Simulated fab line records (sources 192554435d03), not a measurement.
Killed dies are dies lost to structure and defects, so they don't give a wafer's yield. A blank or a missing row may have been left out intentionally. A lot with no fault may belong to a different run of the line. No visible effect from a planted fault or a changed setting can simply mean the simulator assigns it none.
fab line records + flow n5-finfet
record
- lots=11
- wafers=32
- last-day=17
route steps=1938 shown DUMMY_GATE@249 SD_EPI_N@274 PASSIVATION@1936
lots untouched by any fault: they come from a run of this same line in which no faults occurred
start-h: hours from the record's first day to the start of the lot's first wafer shown + wait-h: hours from the lot's prior step to this one + " same as the row above + L1.1+2: one row covering several wafers at once + - no value, or no start given + * or withheld: withheld + < > ~ a bound
route shown NAME@n: names a module that has steps shown in the file, with the first one's number in the route + usual: average and standard deviation across the fault-free wafers + same: alike in all rows + chamber/n: place in a boat + sites: the reading at each site + _std_site: how widely they spread, as a standard deviation + _edge_site: outer sites' mean less inner sites' + radius-mm: how far each site lies from the wafer's centre + mask NAME#n: copy n + behind: the tool/chamber that last shaped the wafer + hold: why the lot went on hold/how many hours it stayed there/how the hold came to an end + device: names the non-switching transistor (n, p or np) + end of line: tests of these same wafers at the route's end + for a step that has no rows: nothing shown but its recipe + killed: the dies lost at the first sort to structure and to defects; this is not the yield of the wafer + map: shows each die of a wafer: x if killed, . if not, _ if none is there
set.NAME: setting as actually run; set.NAME@STEP: the setting as run at that earlier step + model.NAME: the simulator's own value behind a step, which no gauge read
the route's steps for a sample of lots (tables are steps, rows are wafers)
services: a tool's chamber out of use, with start hour (start-h, from the record's first day; less than 0 if before it), hours out, and reason
## steps
# step N5_DUMMY_GATE_CD_MEAS_24
# recipe
- target-cd-nm=15
# usual
- cd-nm=15.0/0.56
| lot.wafer | tool      | chamber | start-h | wait-h | cd-nm |
|-----------|-----------|---------|---------|--------|-------|
| L389.2    | cd-sem-02 | -       | 49.14   | 0.1    | 15.2  |
| L389.4    | "         | -       | "       | "      | 15.4  |
| L389.5    | "         | -       | "       | "      | 14.8  |
| L393.1    | cd-sem-01 | -       | 71.55   | 0.1    | 14.4  |
| L393.2    | "         | -       | "       | "      | 15.8  |
| L393.6    | "         | -       | "       | "      | 15.5  |
| L392.2    | cd-sem-02 | -       | 72.34   | 0.1    | 15.3  |
| L392.3    | "         | -       | "       | "      | 14.9  |
| L392.4    | "         | -       | "       | "      | 14.9  |
| L395.1    | cd-sem-01 | -       | 84.95   | 0.1    | 15.1  |
| L395.2    | "         | -       | "       | "      | 14.4  |
| L395.6    | "         | -       | "       | "      | 13.0  |
| L396.2    | cd-sem-02 | -       | 90.94   | 0.1    | 14.7  |
| L396.3    | "         | -       | "       | "      | 16.2  |
| L396.5    | "         | -       | "       | "      | 16.0  |
| L397.2    | cd-sem-01 | -       | 103.46  | 0.1    | 14.7  |
| L397.5    | "         | -       | "       | "      | 14.4  |
| L397.6    | "         | -       | "       | "      | 15.2  |
| L398.1    | cd-sem-02 | -       | 106.64  | 0.1    | 15.3  |
| L398.2    | "         | -       | "       | "      | 14.2  |
| L399.1    | cd-sem-02 | -       | 118.48  | 0.1    | 15.3  |
| L399.3    | "         | -       | "       | "      | 15.6  |
| L399.6    | "         | -       | "       | "      | 15.3  |
| L403.2    | cd-sem-02 | -       | 133.90  | 0.1    | 16.0  |
| L403.3    | "         | -       | "       | "      | 15.0  |
| L403.6    | "         | -       | "       | "      | 15.2  |
| L408.1    | cd-sem-03 | -       | 162.70  | 0.1    | 14.8  |
| L408.4    | "         | -       | "       | "      | 15.6  |
| L408.5    | "         | -       | "       | "      | 14.8  |
| L409.2    | cd-sem-01 | -       | 169.45  | 0.1    | 15.0  |
| L409.5    | "         | -       | "       | "      | 15.2  |
| L409.6    | "         | -       | "       | "      | 15.2  |
# step N5_DUMMY_GATE_STRIP_48
# recipe
- chemistry=N2/H2
- time-s=20
- power-w=100
- temp-c=40
- pressure-mtorr=100
- rf-frequency-hz=6e+07
- bias-power-w=3
- n2-flow-sccm=300
- h2-flow-sccm=300
# usual
- drypump-motor-current-A=5.7/0.46
- oes-product-au=0.76/0.089
- rf-vpp-V=45.3/0.88
- showerhead-plenum-p-Torr=3.41/0.11
- throttle-valve-pct=12.3/0.32
| lot.wafer | tool        | chamber | start-h | wait-h | drypump-motor-current-A | oes-product-au | rf-hours-counter-h | rf-vpp-V | showerhead-plenum-p-Torr | throttle-valve-pct |
|-----------|-------------|---------|---------|--------|-------------------------|----------------|--------------------|----------|--------------------------|--------------------|
| L389.2    | rie-diel-05 | 2       | 49.28   | 0.0    | 5.8                     | 0.69           | 236                | 45.5     | 3.33                     | 12.3               |
| L389.4    | "           | 0       | "       | "      | 6.5                     | 0.72           | 158                | 46.3     | 3.49                     | 12.5               |
| L389.5    | "           | 3       | "       | "      | 5.3                     | 0.72           | -                  | 44.7     | 3.37                     | 12.7               |
| L393.1    | rie-diel-04 | 3       | 71.65   | 0.0    | 5.0                     | 0.65           | 248                | 44.4     | 3.45                     | 12.3               |
| L393.2    | "           | 1       | "       | "      | 6.2                     | 0.71           | 194                | 44.2     | 3.23                     | 12.5               |
| L393.6    | "           | 3       | "       | "      | 5.0                     | 0.66           | -                  | 45.5     | 3.45                     | 12.3               |
| L392.2    | rie-diel-02 | 1       | 72.50   | 0.0    | 5.9                     | 0.75           | 147                | 44.7     | 3.54                     | 12.5               |
| L392.3    | "           | 2       | "       | "      | 5.7                     | 0.72           | 211                | 45.9     | 3.34                     | 12.6               |
| L392.4    | "           | 2       | "       | "      | 5.7                     | 0.71           | -                  | 45.3     | 3.34                     | 12.6               |
| L395.1    | rie-diel-02 | 1       | 85.08   | 0.0    | 5.8                     | 0.74           | 153                | 46.2     | 3.54                     | 12.6               |
| L395.2    | "           | 0       | "       | "      | 6.0                     | 0.76           | 162                | 45.1     | 3.37                     | 12.3               |
| L395.6    | "           | 0       | "       | "      | 6.0                     | 0.76           | -                  | 44.2     | 3.37                     | 12.3               |
| L396.2    | rie-diel-02 | 1       | 91.05   | 0.0    | 5.9                     | 0.73           | 155                | 45.7     | 3.53                     | 12.5               |
| L396.3    | "           | 3       | "       | "      | 5.4                     | 0.95           | 6                  | 47.3     | 3.62                     | 12.0               |
| L396.5    | "           | 1       | "       | "      | 5.9                     | 0.74           | -                  | 45.2     | 3.53                     | 12.5               |
| L397.2    | rie-diel-04 | 1       | 103.78  | 0.0    | 6.2                     | 0.70           | 208                | 45.5     | 3.22                     | 12.5               |
| L397.5    | "           | 1       | "       | "      | 6.2                     | 0.70           | -                  | 45.2     | 3.22                     | 12.5               |
| L397.6    | "           | 0       | "       | "      | 5.3                     | 0.66           | -                  | 44.9     | 3.16                     | 12.0               |
| L398.1    | rie-diel-05 | 3       | 106.86  | 0.0    | 5.3                     | 0.70           | 213                | 43.8     | 3.37                     | 12.7               |
| L398.2    | "           | 2       | "       | "      | 5.8                     | 0.67           | 249                | 44.5     | 3.33                     | 12.4               |
| L399.1    | rie-diel-05 | 0       | 118.65  | 0.0    | 6.5                     | 0.72           | 176                | 45.2     | 3.48                     | 12.5               |
| L399.3    | "           | 1       | "       | "      | 5.6                     | 0.72           | 192                | 46.0     | 3.38                     | 12.4               |
| L399.6    | "           | 1       | "       | "      | 5.6                     | 0.72           | -                  | 44.4     | 3.38                     | 12.4               |
| L403.2    | rie-diel-02 | 0       | 134.00  | 0.0    | 6.1                     | 0.75           | 175                | 44.9     | 3.36                     | 12.3               |
| L403.3    | "           | 2       | "       | "      | 5.7                     | 0.70           | 230                | 45.3     | 3.33                     | 12.7               |
| L403.6    | "           | 0       | "       | "      | 6.0                     | 0.74           | -                  | 45.4     | 3.36                     | 12.3               |
| L408.1    | rie-diel-02 | 3       | 162.92  | 0.0    | 5.4                     | 0.90           | 27                 | 46.1     | 3.60                     | 12.0               |
| L408.4    | "           | 1       | "       | "      | 5.9                     | 0.73           | 175                | 45.1     | 3.52                     | 12.6               |
| L408.5    | "           | 0       | "       | "      | 6.0                     | 0.74           | -                  | 46.0     | 3.36                     | 12.4               |
| L409.2    | rie-diel-05 | 0       | 169.57  | 0.0    | 6.4                     | 0.70           | 189                | 45.3     | 3.47                     | 12.5               |
| L409.5    | "           | 0       | "       | "      | 6.5                     | 0.70           | -                  | 45.7     | 3.47                     | 12.5               |
| L409.6    | "           | 2       | "       | "      | 5.8                     | 0.92           | -                  | 44.5     | 3.32                     | 11.8               |
# step N5_SD_EPI_N_ETCH_34
# recipe
- chemistry=CF4
- target=SiARC
- target-depth-a=455
- mask-material=CAR-ArF-block
- time-s=75.8
- ion-energy-ev=80
- pressure-mtorr=40
- source-w=545
- bias-w=36
- Ar_flow_sccm=100
- cf4-flow-sccm=100
- ends=cleared
# usual
- cf4-flow-sccm=100.0/0.3
- drypump-motor-current-A=5.9/0.45
- etch-rf-on-time-s=77.3/2.8
- oes-product-au=0.66/0.06
- rf-vpp-V=184.4/1
- showerhead-plenum-p-Torr=2.17/0.061
- throttle-valve-pct=15.66/0.18
| lot.wafer | tool        | chamber | start-h | wait-h | cf4-flow-sccm | drypump-motor-current-A | etch-rf-on-time-s | oes-product-au | rf-hours-counter-h | rf-vpp-V | showerhead-plenum-p-Torr | throttle-valve-pct |
|-----------|-------------|---------|---------|--------|---------------|-------------------------|-------------------|----------------|--------------------|----------|--------------------------|--------------------|
| L389.2    | rie-diel-01 | 2       | 50.71   | 0.0    | 100.2         | 6.2                     | 77.0              | 0.58           | 244                | 184.5    | 2.19                     | 16.09              |
| L389.4    | "           | 1       | "       | "      | 99.9          | 6.0                     | 79.1              | 0.63           | 123                | 183.0    | 2.06                     | 15.54              |
| L389.5    | "           | 1       | "       | "      | 99.7          | 5.9                     | 79.7              | 0.63           | -                  | 183.0    | 2.06                     | 15.54              |
| L393.1    | rie-diel-06 | 0       | 72.96   | 0.0    | 99.5          | 5.8                     | 74.0              | 0.71           | 89                 | 185.9    | 2.26                     | 15.63              |
| L393.2    | "           | 3       | "       | "      | 100.3         | 5.3                     | 79.4              | 0.78           | 3                  | 183.5    | 2.20                     | 15.51              |
| L393.6    | "           | 3       | "       | "      | 100.2         | 5.3                     | 80.1              | 0.78           | -                  | 184.6    | 2.20                     | 15.50              |
| L392.2    | rie-diel-06 | 0       | 73.81   | 0.0    | 100.4         | 5.7                     | 73.6              | 0.71           | 89                 | 185.7    | 2.26                     | 15.66              |
| L392.3    | "           | 1       | "       | "      | 100.2         | 6.5                     | 78.1              | 0.61           | 202                | 185.3    | 2.21                     | 15.85              |
| L392.4    | "           | 3       | "       | "      | 99.9          | 5.3                     | 79.6              | 0.79           | 3                  | 184.5    | 2.20                     | 15.51              |
| L395.1    | rie-diel-03 | 0       | 86.39   | 0.0    | 99.8          | 6.1                     | 73.1              | 0.65           | 137                | 183.8    | 2.15                     | 15.87              |
| L395.2    | "           | 3       | "       | "      | 99.6          | 6.3                     | 76.6              | 0.75           | 41                 | 183.4    | 2.10                     | 15.18              |
| L395.6    | "           | 0       | "       | "      | 99.6          | 6.1                     | 73.3              | 0.64           | -                  | 184.9    | 2.15                     | 15.86              |
| L396.2    | rie-diel-06 | 2       | 95.04   | 0.0    | 99.9          | 5.3                     | 78.2              | 0.65           | 164                | 183.3    | 2.13                     | 15.52              |
| L396.3    | "           | 0       | "       | "      | 100.0         | 5.7                     | 74.2              | 0.70           | 95                 | 185.2    | 2.26                     | 15.65              |
| L396.5    | "           | 3       | "       | "      | 100.0         | 5.3                     | 80.2              | 0.75           | -                  | 186.0    | 2.20                     | 15.51              |
| L397.2    | rie-diel-06 | 2       | 105.52  | 0.0    | 99.6          | 5.4                     | 77.0              | 0.64           | 169                | 184.2    | 2.13                     | 15.53              |
| L397.5    | "           | 3       | "       | "      | 100.7         | 5.3                     | 78.4              | 0.76           | -                  | 183.9    | 2.20                     | 15.54              |
| L397.6    | "           | 2       | "       | "      | 99.5          | 5.4                     | 76.8              | 0.65           | -                  | 183.4    | 2.13                     | 15.53              |
| L398.1    | rie-diel-01 | 1       | 108.04  | 0.0    | 99.8          | 6.0                     | 79.9              | 0.61           | 146                | 181.7    | 2.06                     | 15.59              |
| L398.2    | "           | 2       | "       | "      | 100.2         | 6.2                     | 74.7              | 0.83           | 8                  | 184.9    | 2.19                     | 15.57              |
| L399.1    | rie-diel-03 | 3       | 119.83  | 0.0    | 100.0         | 6.3                     | 76.9              | 0.73           | 58                 | 184.8    | 2.10                     | 15.22              |
| L399.3    | "           | 0       | "       | "      | 100.1         | 6.1                     | 73.8              | 0.63           | 154                | 182.8    | 2.15                     | 15.90              |
| L399.6    | "           | 2       | "       | "      | 100.7         | 5.4                     | 77.6              | 0.62           | -                  | 184.4    | 2.13                     | 15.40              |
| L403.2    | rie-diel-01 | 3       | 135.20  | 0.0    | 99.6          | 6.1                     | 71.8              | 0.63           | 211                | 184.4    | 2.12                     | 15.93              |
| L403.3    | "           | 1       | "       | "      | 99.9          | 6.0                     | 78.8              | 0.61           | 155                | 183.2    | 2.05                     | 15.59              |
| L403.6    | "           | 0       | "       | "      | 100.2         | 6.4                     | 80.2              | 0.66           | -                  | 184.6    | 2.24                     | 15.69              |
| L408.1    | rie-diel-06 | 1       | 165.08  | 0.0    | 100.3         | 6.5                     | 126.8             | 0.52           | 232                | 185.8    | 2.20                     | 15.89              |
| L408.4    | "           | 3       | "       | "      | 99.9          | 5.3                     | 130.0             | 0.63           | 31                 | 184.2    | 2.19                     | 15.57              |
| L408.5    | "           | 2       | "       | "      | 99.8          | 5.4                     | 127.3             | 0.54           | -                  | 184.5    | 2.12                     | 15.57              |
| L409.2    | rie-diel-06 | 0       | 171.18  | 0.0    | 100.5         | 5.7                     | 116.8             | 0.57           | 118                | 183.6    | 2.25                     | 15.71              |
| L409.5    | "           | 3       | "       | "      | 99.6          | 5.3                     | 128.6             | 0.63           | -                  | 183.6    | 2.19                     | 15.56              |
| L409.6    | "           | 2       | "       | "      | 100.3         | 5.4                     | 126.1             | 0.54           | -                  | 185.1    | 2.12                     | 15.57              |
# step N5_SD_EPI_N_ETCHBACK_44
# recipe
- chemistry=CH3F/O2
- mode=anisotropic-etchback
- target=SiNx
- target-depth-a=145
- stop-on=SiO2
- over-etch-frac=0.3
- ion-energy-ev=120
- pressure-mtorr=30
- source-w=395
- bias-w=73
- Ar_flow_sccm=150
- CH3F_flow_sccm=30
- O2_flow_sccm=20
# usual
- O2_flow_sccm=19.99/0.063
- drypump-motor-current-A=5.9/0.45
- oes-product-au=0.67/0.058
- rf-vpp-V=295/7.7
- showerhead-plenum-p-Torr=2.03/0.056
- throttle-valve-pct=16.41/0.2
| lot.wafer | tool        | chamber | start-h | wait-h | O2_flow_sccm | drypump-motor-current-A | oes-product-au | rf-hours-counter-h | rf-vpp-V | showerhead-plenum-p-Torr | throttle-valve-pct |
|-----------|-------------|---------|---------|--------|--------------|-------------------------|----------------|--------------------|----------|--------------------------|--------------------|
| L389.2    | rie-diel-01 | 2       | 51.09   | 0.0    | 19.99        | 6.2                     | 0.59           | 244                | 298      | 2.05                     | 16.85              |
| L389.4    | "           | 1       | "       | "      | 20.05        | 6.0                     | 0.65           | 124                | 299      | 1.94                     | 16.36              |
| L389.5    | "           | 1       | "       | "      | 19.97        | 6.0                     | 0.65           | -                  | 299      | 1.94                     | 16.38              |
| L393.1    | rie-diel-06 | 0       | 73.34   | 0.0    | 20.04        | 5.7                     | 0.69           | 89                 | 283      | 2.11                     | 16.35              |
| L393.2    | "           | 3       | "       | "      | 20.06        | 5.3                     | 0.79           | 3                  | 299      | 2.07                     | 16.35              |
| L393.6    | "           | 3       | "       | "      | 20.05        | 5.3                     | 0.81           | -                  | 299      | 2.07                     | 16.33              |
| L392.2    | rie-diel-06 | 0       | 74.19   | 0.0    | 19.99        | 5.7                     | 0.69           | 89                 | 283      | 2.11                     | 16.33              |
| L392.3    | "           | 1       | "       | "      | 20.00        | 6.5                     | 0.63           | 202                | 304      | 2.07                     | 16.62              |
| L392.4    | "           | 3       | "       | "      | 19.90        | 5.3                     | 0.80           | 3                  | 298      | 2.07                     | 16.34              |
| L395.1    | rie-diel-03 | 0       | 86.77   | 0.0    | 20.03        | 6.1                     | 0.63           | 138                | 278      | 2.03                     | 16.71              |
| L395.2    | "           | 3       | "       | "      | 20.04        | 6.3                     | 0.76           | 41                 | 296      | 1.95                     | 15.84              |
| L395.6    | "           | 0       | "       | "      | 20.04        | 6.1                     | 0.63           | -                  | 280      | 2.03                     | 16.70              |
| L396.2    | rie-diel-06 | 2       | 95.42   | 0.0    | 19.92        | 5.3                     | 0.65           | 165                | 288      | 1.99                     | 16.23              |
| L396.3    | "           | 0       | "       | "      | 20.09        | 5.7                     | 0.68           | 95                 | 283      | 2.11                     | 16.35              |
| L396.5    | "           | 3       | "       | "      | 20.05        | 5.3                     | 0.77           | -                  | 299      | 2.07                     | 16.36              |
| L397.2    | rie-diel-06 | 2       | 105.90  | 0.0    | 20.12        | 5.4                     | 0.65           | 169                | 287      | 1.99                     | 16.24              |
| L397.5    | "           | 3       | "       | "      | 20.07        | 5.3                     | 0.77           | -                  | 298      | 2.07                     | 16.34              |
| L397.6    | "           | 2       | "       | "      | 20.04        | 5.4                     | 0.65           | -                  | 287      | 1.99                     | 16.24              |
| L398.1    | rie-diel-01 | 1       | 108.42  | 0.0    | 19.96        | 6.0                     | 0.63           | 146                | 299      | 1.93                     | 16.40              |
| L398.2    | "           | 2       | "       | "      | 19.92        | 6.2                     | 0.81           | 8                  | 297      | 2.05                     | 16.36              |
| L399.1    | rie-diel-03 | 3       | 120.21  | 0.0    | 19.99        | 6.3                     | 0.74           | 58                 | 297      | 1.94                     | 15.88              |
| L399.3    | "           | 0       | "       | "      | 20.03        | 6.1                     | 0.62           | 154                | 280      | 2.02                     | 16.75              |
| L399.6    | "           | 2       | "       | "      | 19.97        | 5.4                     | 0.63           | -                  | 301      | 1.98                     | 16.10              |
| L403.2    | rie-diel-01 | 3       | 135.58  | 0.0    | 20.04        | 6.2                     | 0.62           | 211                | 306      | 1.98                     | 16.68              |
| L403.3    | "           | 1       | "       | "      | 19.96        | 6.0                     | 0.63           | 155                | 298      | 1.93                     | 16.40              |
| L403.6    | "           | 0       | "       | "      | 19.97        | 6.4                     | 0.68           | -                  | 301      | 2.08                     | 16.37              |
| L408.1    | rie-diel-06 | 1       | 165.46  | 0.0    | 19.94        | 6.5                     | 0.60           | 233                | 302      | 2.06                     | 16.68              |
| L408.4    | "           | 3       | "       | "      | 20.04        | 5.3                     | 0.73           | 31                 | 299      | 2.06                     | 16.40              |
| L408.5    | "           | 2       | "       | "      | 20.02        | 5.3                     | 0.64           | -                  | 288      | 1.98                     | 16.28              |
| L409.2    | rie-diel-06 | 0       | 171.56  | 0.0    | 19.95        | 5.7                     | 0.67           | 118                | 283      | 2.10                     | 16.39              |
| L409.5    | "           | 3       | "       | "      | 20.03        | 5.3                     | 0.73           | -                  | 298      | 2.06                     | 16.39              |
| L409.6    | "           | 2       | "       | "      | 20.04        | 5.4                     | 0.64           | -                  | 288      | 1.98                     | 16.26              |
# step N5_PASSIVATION_PROBE_49
# usual
- killed_at_M0_to_M3=33/11
- killed_at_M4_up=13/5.2
- killed-at-contacts=11/5.7
- killed-at-front-end=39/11
- killed-at-other=4/3
- killed-dies=101/20
- killed-open=66/15
- killed-short=33/8.4
# same
- gross-dies=1180
- killed-at-back-side=0
| lot.wafer | tool      | chamber | start-h | wait-h | killed_at_M0_to_M3 | killed_at_M4_up | killed-at-contacts | killed-at-front-end | killed-at-other | killed-dies | killed-open | killed-short |
|-----------|-----------|---------|---------|--------|--------------------|-----------------|--------------------|---------------------|-----------------|-------------|-------------|--------------|
| L397.2    | prober-02 | -       | 331.77  | 0.1    | 20                 | 3               | 10                 | 28                  | 1               | 62          | 43          | 16           |
| L397.5    | prober-02 | -       | 331.92  | 0.2    | 28                 | 9               | 6                  | 34                  | 2               | 79          | 56          | 20           |
| L397.6    | prober-02 | -       | 331.97  | 0.3    | 30                 | 12              | 14                 | 20                  | 0               | 76          | 57          | 16           |
# killed by level:class
L397.2 MOL_CONTACT_COAG:geometric-particle:open=9 DUMMY_GATE:geometric-particle:open=7 BEOL_M2:geometric-particle:open=5 FIN_SAQP:geometric-particle:open=4 BEOL_M0_SAQP:geometric-particle:open=4 BEOL_M0:geometric-particle:open=4 STI_FIN_REVEAL:geometric-particle:open=3 DUMMY_GATE:geometric-particle:short=3
L397.5 DUMMY_GATE:geometric-particle:open=8 BEOL_M3:geometric-particle:open=8 FIN_SAQP:geometric-particle:open=5 STI_FIN_REVEAL:geometric-particle:open=5 BEOL_M0_SAQP:geometric-particle:open=5 BEOL_M1:geometric-particle:open=5 FIN_SAQP:geometric-particle:short=4 MOL_CONTACT_COAG:geometric-particle:short=3
L397.6 BEOL_M3:geometric-particle:open=13 MOL_CONTACT_COAG:geometric-particle:open=11 BEOL_M2:geometric-particle:open=6 DUMMY_GATE:geometric-particle:open=5 BEOL_M8:geometric-particle:open=4 MOL_CONTACT_COAG:geometric-particle:short=3 BEOL_M4:geometric-particle:open=3 STARTING-WAFER:geometric-particle:open=3
## services
| tool        | chamber | start-h | hours | kind                          |
|-------------|---------|---------|-------|-------------------------------|
| rie-diel-06 | 0       | 27.07   | 16.7  | repair                        |
| rie-diel-06 | 3       | 46.41   | -     | clean                         |
| rie-diel-06 | 3       | 46.41   | -     | consumable-replace:focus-ring |
| rie-diel-06 | 3       | 46.41   | 16.0  | scheduled-down                |
| rie-diel-06 | 3       | 46.41   | 16.0  | vent-cycle                    |
| rie-diel-03 | 3       | 52.75   | 23.1  | repair                        |
| rie-diel-02 | 3       | 54.77   | -     | clean                         |
| rie-diel-02 | 3       | 54.77   | -     | consumable-replace:focus-ring |
| rie-diel-02 | 3       | 54.77   | -     | consumable-replace:showerhead |
| rie-diel-02 | 3       | 54.77   | 21.4  | scheduled-down                |
| rie-diel-02 | 3       | 54.77   | 21.4  | vent-cycle                    |
| rie-diel-04 | 0       | 61.47   | 8.6   | repair                        |
| rie-diel-01 | 2       | 66.15   | -     | clean                         |
| rie-diel-01 | 2       | 66.15   | -     | consumable-replace:focus-ring |
| rie-diel-01 | 2       | 66.15   | 18.8  | scheduled-down                |
| rie-diel-01 | 2       | 66.15   | 18.8  | vent-cycle                    |
| rie-diel-05 | 1       | 68.25   | 16.4  | repair                        |
| rie-diel-05 | -       | 69.73   | 15.6  | pm                            |
| rie-diel-04 | 2       | 79.75   | 5.4   | repair                        |
| rie-diel-03 | 1       | 92.41   | 36.0  | repair                        |
| rie-diel-02 | 0       | 137.14  | 1.7   | repair                        |
| rie-diel-05 | 0       | 139.20  | 12.1  | repair                        |
| rie-diel-02 | 2       | 167.26  | 2.7   | repair                        |
| rie-diel-04 | 3       | 171.42  | 1.6   | repair                        |
## key
first-sign
- step=N5_SD_EPI_N_ETCH_34
- reading=etch-rf-on-time-s
- direction=up
- sigmas=17
- usual=*
- struck=*
effect
- step=N5_SD_EPI_N_ETCH_34
- reading=oes-product-au
- direction=down
- sigmas=1.5
- usual=0.66
- struck=0.57
met-at N5_SD_EPI_N_ETCH_34
struck-lots L408,L409
tester-left-out L408,L409
not-acting-at N5_DUMMY_GATE_CD_MEAS_24,N5_DUMMY_GATE_STRIP_48,N5_SD_EPI_N_ETCHBACK_44
onset-between 105.52 165.08
fault
- kind=process-parameter-drift
- tool=rie-diel-06
- chamber=-
- onset-h=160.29
- steps=N5_SD_EPI_N_ETCH_34
- channel=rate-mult
- offset=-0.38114
- shape=step
- end-h=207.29
# tester-left-out: of these lots the tester's yield and bins aren't shown, on N5 and GAA mostly nor the transistor test; their killed dies are dies lost to structure and defects alone, not to doping, threshold or leakage, so they don't give the yield
